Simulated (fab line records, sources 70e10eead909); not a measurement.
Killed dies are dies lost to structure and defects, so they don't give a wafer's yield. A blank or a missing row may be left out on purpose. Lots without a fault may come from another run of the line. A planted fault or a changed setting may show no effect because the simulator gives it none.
Which tool did it? | flow nand_harc | 24 lots, 72 wafers sampled, at 6 steps of a route of 1159

WHAT THE GAUGES READ, wafer by wafer
The record holds no reading of a measuring or inspecting step that can be judged against a usual standard deviation.

WHICH TOOL RAN EACH LOT (tool, then ch and the chambers of the sampled wafers, then the start)
lot  | NHARC_A_STAIRCASE_ETCH_27                     | NHARC_A_STAIRCASE_STRIP_175          | NHARC_A_STAIRCASE_TRIM_191     | NHARC_A_STAIRCASE_ETCH_192     | NHARC_A_STAIRCASE_ETCH_194     | NHARC_A_STAIRCASE_TRIM_198
L074 | rie_diel-04 ch 0,2,3, day 10 20:13 or earlier | plasma_asher-01 ch 0,1, day 10 20:13 | rie_diel-03 ch 0,3, no start   | rie_diel-03 ch 1,2,3, no start | rie_diel-03 ch 1,2, no start   | rie_diel-11 ch 0,3, no start
L075 | rie_diel-04 ch 0,1, day 11 12:01 or earlier   | plasma_asher-01 ch 0,1, day 11 12:01 | rie_diel-11 ch 0,3, no start   | rie_diel-11 ch 1,2,3, no start | rie_diel-11 ch 0,1, no start   | rie_diel-03 ch 1,2, no start
L079 | rie_diel-11 ch 0,1, day 11 12:42 or earlier   | plasma_asher-02 ch 0,1, day 11 12:42 | rie_diel-04 ch 1,2, no start   | rie_diel-04 ch 1,2, no start   | rie_diel-04 ch 0,1,3, no start | rie_diel-11 ch 2,3, no start
L076 | rie_diel-11 ch 0,1,3, day 11 15:11 or earlier | plasma_asher-01 ch 0,1, day 11 15:11 | rie_diel-11 ch 0,1,3, no start | rie_diel-11 ch 0,2,3, no start | rie_diel-11 ch 0,1,2, no start | rie_diel-11 ch 0,2,3, no start
L077 | rie_diel-04 ch 2,3, day 11 15:29 or earlier   | plasma_asher-01 ch 0,1, day 11 15:29 | rie_diel-04 ch 2,3, no start   | rie_diel-04 ch 0,1,3, no start | rie_diel-04 ch 0,1,3, no start | rie_diel-03 ch 0,2,3, no start
L078 | rie_diel-11 ch 0,3, day 11 21:28 or earlier   | plasma_asher-01 ch 0,1, day 11 21:28 | rie_diel-11 ch 0,2,3, no start | rie_diel-11 ch 0,1, no start   | rie_diel-11 ch 1,2, no start   | rie_diel-11 ch 2,3, no start
L083 | rie_diel-11 ch 1,3, day 12 23:30 or earlier   | plasma_asher-01 ch 0,1, day 12 23:30 | rie_diel-11 ch 1,2,3, no start | rie_diel-11 ch 1,2,3, no start | rie_diel-11 ch 0,1,3, no start | rie_diel-11 ch 2,3, no start
L080 | rie_diel-11 ch 0,3, day 13 04:04 or earlier   | plasma_asher-02 ch 0,1, day 13 04:04 | rie_diel-03 ch 0,3, no start   | rie_diel-03 ch 1,2,3, no start | rie_diel-03 ch 0,2,3, no start | rie_diel-03 ch 0,1,2, no start
L081 | rie_diel-03 ch 0,2, day 13 04:11 or earlier   | plasma_asher-01 ch 0,1, day 13 04:11 | rie_diel-03 ch 1,2,3, no start | rie_diel-03 ch 0,1, no start   | rie_diel-03 ch 1,3, no start   | rie_diel-03 ch 0,2, no start
L082 | rie_diel-11 ch 1,3, day 13 08:41 or earlier   | plasma_asher-02 ch 1, day 13 08:41   | rie_diel-04 ch 0,3, no start   | rie_diel-04 ch 0,1, no start   | rie_diel-04 ch 0,1,3, no start | rie_diel-11 ch 1,2,3, no start
L085 | rie_diel-11 ch 2,3, day 13 13:05 or earlier   | plasma_asher-02 ch 0,1, day 13 13:05 | rie_diel-04 ch 0,1,3, no start | rie_diel-04 ch 2,3, no start   | rie_diel-04 ch 0,2, no start   | rie_diel-04 ch 0,1,2, no start
L084 | rie_diel-11 ch 1,2,3, day 13 14:32 or earlier | plasma_asher-01 ch 0,1, day 13 14:32 | rie_diel-03 ch 0,1,2, no start | rie_diel-03 ch 0,1,3, no start | rie_diel-03 ch 0,1,3, no start | rie_diel-03 ch 0,1,3, no start
L086 | rie_diel-03 ch 1,3, day 14 07:59 or earlier   | plasma_asher-02 ch 0,1, day 14 07:59 | rie_diel-11 ch 0,1,3, no start | rie_diel-11 ch 1,2,3, no start | rie_diel-11 ch 0,2, no start   | rie_diel-11 ch 1,3, no start
L087 | rie_diel-11 ch 0,3, day 14 08:15 or earlier   | plasma_asher-01 ch 0,1, day 14 08:15 | rie_diel-04 ch 0,1,2, no start | rie_diel-04 ch 1,2, no start   | rie_diel-04 ch 1,2,3, no start | rie_diel-04 ch 0,2,3, no start
L092 | rie_diel-11 ch 0,2,3, day 14 22:29 or earlier | plasma_asher-02 ch 0,1, day 14 22:29 | rie_diel-04 ch 0,2,3, no start | rie_diel-04 ch 1,2,3, no start | rie_diel-04 ch 0,1,3, no start | rie_diel-04 ch 0,1,3, no start
L091 | rie_diel-11 ch 1,2, day 15 02:10 or earlier   | plasma_asher-01 ch 0,1, day 15 02:10 | rie_diel-03 ch 0,1,3, no start | rie_diel-03 ch 2,3, no start   | rie_diel-03 ch 0,2, no start   | rie_diel-11 ch 0,1,3, no start
L089 | rie_diel-11 ch 0,1,2, day 15 06:15 or earlier | plasma_asher-02 ch 0,1, day 15 06:15 | rie_diel-03 ch 0,1,3, no start | rie_diel-03 ch 0,1,2, no start | rie_diel-03 ch 0,2,3, no start | rie_diel-04 ch 0,2,3, no start
L088 | rie_diel-11 ch 0,1,3, day 15 10:08 or earlier | plasma_asher-02 ch 0,1, day 15 10:08 | rie_diel-11 ch 0,1, no start   | rie_diel-11 ch 0,1,3, no start | rie_diel-11 ch 0,1,3, no start | rie_diel-04 ch 1,2, no start
L093 | rie_diel-03 ch 0,1,2, day 15 13:59 or earlier | plasma_asher-01 ch 0,1, day 15 13:59 | rie_diel-11 ch 1,2,3, no start | rie_diel-11 ch 0,1,3, no start | rie_diel-11 ch 0,1,2, no start | rie_diel-11 ch 2,3, no start
L090 | rie_diel-04 ch 1,2,3, day 15 14:16 or earlier | plasma_asher-01 ch 0,1, day 15 14:16 | rie_diel-03 ch 0,2, no start   | rie_diel-03 ch 0,1,2, no start | rie_diel-03 ch 1,3, no start   | rie_diel-03 ch 0,2,3, no start
L094 | rie_diel-11 ch 0,1,3, day 15 20:56 or earlier | plasma_asher-02 ch 0,1, day 15 20:56 | rie_diel-04 ch 1,2,3, no start | rie_diel-04 ch 0,2,3, no start | rie_diel-04 ch 0,1,2, no start | rie_diel-04 ch 0,2,3, no start
L095 | rie_diel-04 ch 0,2,3, day 15 22:33 or earlier | plasma_asher-02 ch 0,1, day 15 22:33 | rie_diel-04 ch 0,2,3, no start | rie_diel-04 ch 0,1,2, no start | rie_diel-04 ch 0,1,3, no start | rie_diel-11 ch 0,1,3, no start
L096 | rie_diel-04 ch 0,1, day 16 05:55 or earlier   | plasma_asher-01 ch 0,1, day 16 05:55 | rie_diel-04 ch 0,2, no start   | rie_diel-04 ch 2,3, no start   | rie_diel-04 ch 2,3, no start   | rie_diel-03 ch 0,2, no start
L097 | rie_diel-03 ch 0,1,2, day 16 06:33 or earlier | plasma_asher-01 ch 0,1, day 16 06:33 | rie_diel-04 ch 0,3, no start   | rie_diel-04 ch 0,2, no start   | rie_diel-04 ch 0,1,3, no start | rie_diel-03 ch 1,2, no start
- NHARC_A_STAIRCASE_ETCH_27: etches the open film in C4F8/O2, target depth 100 nm, time 40.5 s.
- NHARC_A_STAIRCASE_STRIP_175: strips in O2.
- NHARC_A_STAIRCASE_TRIM_191: chemistry O2, time 211.2 s.
- NHARC_A_STAIRCASE_ETCH_192: etches the open film in C4F8/O2, target depth 100 nm, time 40.5 s.
- NHARC_A_STAIRCASE_ETCH_194: etches the open film in C4F8/O2, target depth 100 nm, time 40.5 s.
- NHARC_A_STAIRCASE_TRIM_198: chemistry O2, time 211.2 s.

WHAT THE TOOLS THEMSELVES READ (means of the sampled wafers that have a number; where no wafer has one, the mark that the record gives instead)
NHARC_A_STAIRCASE_ETCH_27. Usual: oes_product_au 0.941 a.u., standard deviation 0.0096; rf_vpp_V 894 V, standard deviation 6.1.
lot  | tool        | oes_product_au (a.u.) | rf_vpp_V (V) | flag
L074 | rie_diel-04 | 0.942                 | 896          |
L075 | rie_diel-04 | 0.943                 | 895          |
L079 | rie_diel-11 | 0.943                 | 893          |
L076 | rie_diel-11 | 0.949                 | 892          |
L077 | rie_diel-04 | 0.944                 | 898          |
L078 | rie_diel-11 | 0.938                 | 895          |
L083 | rie_diel-11 | 0.950                 | 888          |
L080 | rie_diel-11 | 0.946                 | 894          |
L081 | rie_diel-03 | 0.943                 | 893          |
L082 | rie_diel-11 | 0.933                 | 891          |
L085 | rie_diel-11 | 0.946                 | 891          |
L084 | rie_diel-11 | 0.932                 | 893          |
L086 | rie_diel-03 | 0.928                 | 898          |
L087 | rie_diel-11 | 0.951                 | 890          |
L092 | rie_diel-11 | 0.958                 | 894          |
L091 | rie_diel-11 | 0.946                 | 897          |
L089 | rie_diel-11 | 0.947                 | 895          |
L088 | rie_diel-11 | 0.941                 | 892          |
L093 | rie_diel-03 | 0.945                 | 890          |
L090 | rie_diel-04 | 0.931                 | 898          |
L094 | rie_diel-11 | 0.941                 | 891          |
L095 | rie_diel-04 | 0.934                 | 895          |
L096 | rie_diel-04 | 0.926                 | 900          |
L097 | rie_diel-03 | 0.942                 | 889          |

NHARC_A_STAIRCASE_STRIP_175. Usual: drypump_motor_current_A 5.4 A, standard deviation 0.35; heater_power_w 318 W, standard deviation 36.
lot  | tool            | drypump_motor_current_A (A) | heater_power_w (W) | flag
L074 | plasma_asher-01 | 5.1                         | 290                |
L075 | plasma_asher-01 | 5.1                         | 319                |
L079 | plasma_asher-02 | 5.8                         | 337                |
L076 | plasma_asher-01 | 5.1                         | 293                |
L077 | plasma_asher-01 | 5.1                         | 295                |
L078 | plasma_asher-01 | 5.1                         | 290                |
L083 | plasma_asher-01 | 5.1                         | 312                |
L080 | plasma_asher-02 | 5.8                         | 339                |
L081 | plasma_asher-01 | 5.1                         | 317                |
L082 | plasma_asher-02 | 5.8                         | 348                |
L085 | plasma_asher-02 | 5.8                         | 335                |
L084 | plasma_asher-01 | 5.1                         | 315                |
L086 | plasma_asher-02 | 5.8                         | 342                |
L087 | plasma_asher-01 | 5.1                         | 324                |
L092 | plasma_asher-02 | 5.8                         | 338                |
L091 | plasma_asher-01 | 5.1                         | 289                |
L089 | plasma_asher-02 | 5.8                         | 344                |
L088 | plasma_asher-02 | 5.8                         | 341                |
L093 | plasma_asher-01 | 5.1                         | 291                |
L090 | plasma_asher-01 | 5.1                         | 318                |
L094 | plasma_asher-02 | 5.8                         | 337                |
L095 | plasma_asher-02 | 5.8                         | 343                |
L096 | plasma_asher-01 | 5.1                         | 291                |
L097 | plasma_asher-01 | 5.1                         | 289                |

NHARC_A_STAIRCASE_TRIM_191. Usual: drypump_motor_current_A 6.0 A, standard deviation 0.46; oes_product_au 1.001 a.u., standard deviation 0.0066; rf_vpp_V 57.7 V, standard deviation 0.92; showerhead_plenum_p_Torr 3.51 Torr, standard deviation 0.18; throttle_valve_pct 17.038 %, standard deviation 0.0091.
lot  | tool        | drypump_motor_current_A (A) | oes_product_au (a.u.) | rf_vpp_V (V) | showerhead_plenum_p_Torr (Torr) | throttle_valve_pct (%) | flag
L074 | rie_diel-03 | 6.0                         | 1.000                 | 57.9         | 3.58                            | 17.039                 |
L075 | rie_diel-11 | 6.1                         | 1.000                 | 58.1         | 3.49                            | 17.039                 |
L079 | rie_diel-04 | 5.8                         | 0.992                 | 57.2         | 3.29                            | 17.043                 |
L076 | rie_diel-11 | 5.8                         | 1.005                 | 57.8         | 3.43                            | 17.034                 |
L077 | rie_diel-04 | 5.7                         | 1.004                 | 57.4         | 3.43                            | 17.041                 |
L078 | rie_diel-11 | 5.8                         | 1.005                 | 57.9         | 3.50                            | 17.043                 |
L083 | rie_diel-11 | 5.4                         | 1.004                 | 58.0         | 3.44                            | 17.036                 |
L080 | rie_diel-03 | 6.0                         | 0.999                 | 57.1         | 3.57                            | 17.037                 |
L081 | rie_diel-03 | 6.5                         | 1.003                 | 57.1         | 3.51                            | 17.033                 |
L082 | rie_diel-04 | 6.0                         | 1.004                 | 57.8         | 3.67                            | 17.033                 |
L085 | rie_diel-04 | 6.0                         | 1.005                 | 57.7         | 3.70                            | 17.048                 |
L084 | rie_diel-03 | 6.1                         | 1.007                 | 57.6         | 3.37                            | 17.036                 |
L086 | rie_diel-11 | 5.8                         | 1.000                 | 58.0         | 3.42                            | 17.036                 |
L087 | rie_diel-04 | 5.9                         | 1.000                 | 58.5         | 3.56                            | 17.047                 |
L092 | rie_diel-04 | 5.9                         | 1.000                 | 56.8         | 3.52                            | 17.044                 |
L091 | rie_diel-03 | 6.0                         | 0.997                 | 57.4         | 3.43                            | 17.034                 |
L089 | rie_diel-03 | 6.0                         | 1.001                 | 56.6         | 3.43                            | 17.036                 |
L088 | rie_diel-11 | 6.2                         | 1.003                 | 57.9         | 3.51                            | 17.031                 |
L093 | rie_diel-11 | 5.5                         | 1.000                 | 57.1         | 3.43                            | 17.026                 |
L090 | rie_diel-03 | 6.3                         | 0.998                 | 56.8         | 3.42                            | 17.037                 |
L094 | rie_diel-04 | 5.9                         | 0.997                 | 57.4         | 3.58                            | 17.037                 |
L095 | rie_diel-04 | 5.9                         | 0.998                 | 57.7         | 3.52                            | 17.035                 |
L096 | rie_diel-04 | 5.7                         | 1.007                 | 57.7         | 3.38                            | 17.030                 |
L097 | rie_diel-04 | 6.0                         | 1.005                 | 58.7         | 3.62                            | 17.029                 |

NHARC_A_STAIRCASE_ETCH_192. Usual: oes_product_au 0.941 a.u., standard deviation 0.01; rf_vpp_V 895 V, standard deviation 6.6.
lot  | tool        | oes_product_au (a.u.) | rf_vpp_V (V) | flag
L074 | rie_diel-03 | 0.961                 | 896          |
L075 | rie_diel-11 | 0.943                 | 893          |
L079 | rie_diel-04 | 0.940                 | 887          |
L076 | rie_diel-11 | 0.944                 | 894          |
L077 | rie_diel-04 | 0.943                 | 895          |
L078 | rie_diel-11 | 0.943                 | 893          |
L083 | rie_diel-11 | 0.936                 | 893          |
L080 | rie_diel-03 | 0.938                 | 895          |
L081 | rie_diel-03 | 0.926                 | 888          |
L082 | rie_diel-04 | 0.936                 | 901          |
L085 | rie_diel-04 | 0.942                 | 897          |
L084 | rie_diel-03 | 0.945                 | 893          |
L086 | rie_diel-11 | 0.945                 | 892          |
L087 | rie_diel-04 | 0.948                 | 893          |
L092 | rie_diel-04 | 0.951                 | 898          |
L091 | rie_diel-03 | 0.941                 | 897          |
L089 | rie_diel-03 | 0.941                 | 890          |
L088 | rie_diel-11 | 0.937                 | 893          |
L093 | rie_diel-11 | 0.944                 | 893          |
L090 | rie_diel-03 | 0.954                 | 890          |
L094 | rie_diel-04 | 0.947                 | 896          |
L095 | rie_diel-04 | 0.933                 | 897          |
L096 | rie_diel-04 | 0.936                 | 896          |
L097 | rie_diel-04 | 0.939                 | 890          |

NHARC_A_STAIRCASE_ETCH_194. Usual: oes_product_au 0.943 a.u., standard deviation 0.0098; rf_vpp_V 895 V, standard deviation 6.7.
lot  | tool        | oes_product_au (a.u.) | rf_vpp_V (V) | flag
L074 | rie_diel-03 | 0.967                 | 894          |
L075 | rie_diel-11 | 0.942                 | 894          |
L079 | rie_diel-04 | 0.943                 | 897          |
L076 | rie_diel-11 | 0.944                 | 897          |
L077 | rie_diel-04 | 0.938                 | 895          |
L078 | rie_diel-11 | 0.943                 | 897          |
L083 | rie_diel-11 | 0.943                 | 891          |
L080 | rie_diel-03 | 0.937                 | 895          |
L081 | rie_diel-03 | 0.941                 | 893          |
L082 | rie_diel-04 | 0.928                 | 903          |
L085 | rie_diel-04 | 0.950                 | 895          |
L084 | rie_diel-03 | 0.949                 | 893          |
L086 | rie_diel-11 | 0.949                 | 898          |
L087 | rie_diel-04 | 0.943                 | 899          |
L092 | rie_diel-04 | 0.949                 | 902          |
L091 | rie_diel-03 | 0.944                 | 889          |
L089 | rie_diel-03 | 0.954                 | 895          |
L088 | rie_diel-11 | 0.944                 | 892          |
L093 | rie_diel-11 | 0.940                 | 896          |
L090 | rie_diel-03 | 0.941                 | 897          |
L094 | rie_diel-04 | 0.941                 | 897          |
L095 | rie_diel-04 | 0.934                 | 903          |
L096 | rie_diel-04 | 0.940                 | 896          |
L097 | rie_diel-04 | 0.934                 | 901          |

NHARC_A_STAIRCASE_TRIM_198. Usual: drypump_motor_current_A 5.9 A, standard deviation 0.51; oes_product_au 1.001 a.u., standard deviation 0.007; rf_vpp_V 57.8 V, standard deviation 0.84; showerhead_plenum_p_Torr 3.49 Torr, standard deviation 0.17; throttle_valve_pct 17.037 %, standard deviation 0.0091.
lot  | tool        | drypump_motor_current_A (A) | oes_product_au (a.u.) | rf_vpp_V (V) | showerhead_plenum_p_Torr (Torr) | throttle_valve_pct (%) | flag
L074 | rie_diel-11 | 6.2                         | 1.002                 | 57.7         | 3.49                            | 17.037                 |
L075 | rie_diel-03 | 6.6                         | 1.002                 | 57.5         | 3.45                            | 17.037                 |
L079 | rie_diel-11 | 5.4                         | 1.007                 | 57.7         | 3.52                            | 17.043                 |
L076 | rie_diel-11 | 5.8                         | 1.004                 | 57.7         | 3.50                            | 17.032                 |
L077 | rie_diel-03 | 6.2                         | 1.002                 | 57.4         | 3.50                            | 17.036                 |
L078 | rie_diel-11 | 5.4                         | 1.009                 | 57.4         | 3.52                            | 17.036                 |
L083 | rie_diel-11 | 5.4                         | 1.013                 | 58.0         | 3.40                            | 17.036                 |
L080 | rie_diel-03 | 6.1                         | 1.000                 | 57.5         | 3.37                            | 17.037                 |
L081 | rie_diel-03 | 5.8                         | 0.993                 | 57.9         | 3.35                            | 17.044                 |
L082 | rie_diel-11 | 5.4                         | 1.003                 | 58.7         | 3.43                            | 17.042                 |
L085 | rie_diel-04 | 5.9                         | 0.999                 | 58.6         | 3.57                            | 17.040                 |
L084 | rie_diel-03 | 6.0                         | 0.998                 | 57.3         | 3.44                            | 17.039                 |
L086 | rie_diel-11 | 5.5                         | 0.993                 | 57.2         | 3.31                            | 17.037                 |
L087 | rie_diel-04 | 5.9                         | 1.003                 | 57.7         | 3.52                            | 17.040                 |
L092 | rie_diel-04 | 6.0                         | 0.998                 | 58.7         | 3.69                            | 17.029                 |
L091 | rie_diel-11 | 5.8                         | 0.999                 | 58.0         | 3.41                            | 17.024                 |
L089 | rie_diel-04 | 5.9                         | 1.001                 | 58.1         | 3.52                            | 17.040                 |
L088 | rie_diel-04 | 5.8                         | 1.003                 | 57.5         | 3.45                            | 17.044                 |
L093 | rie_diel-11 | 5.4                         | 1.000                 | 57.7         | 3.50                            | 17.036                 |
L090 | rie_diel-03 | 6.1                         | 0.996                 | 57.1         | 3.49                            | 17.037                 |
L094 | rie_diel-04 | 5.9                         | 1.001                 | 57.6         | 3.52                            | 17.038                 |
L095 | rie_diel-11 | 5.8                         | 0.992                 | 57.1         | 3.41                            | 17.037                 |
L096 | rie_diel-03 | 6.3                         | 0.998                 | 57.3         | 3.42                            | 17.026                 |
L097 | rie_diel-03 | 6.7                         | 1.000                 | 57.6         | 3.43                            | 17.035                 |

THE ANSWER, worked out from the rows above alone
Rule: a lot is off if the mean of its wafers that have a number lies more than 3 standard deviations from the usual mean. A lot without any number at a reading at which 4 lots or more have one is off too. The other lots that the step has rows for count as sound. The gauges are gone through in route order, then the tools' own readings, and for those a lot's mean is taken as printed above. The first step at which some lot is off is used, and at that step the reading that is off furthest; a lot without a number counts as furthest.
No lot is off at any reading shown: from this, nothing can be told.

WHAT THE SIMULATOR HAD PUT IN
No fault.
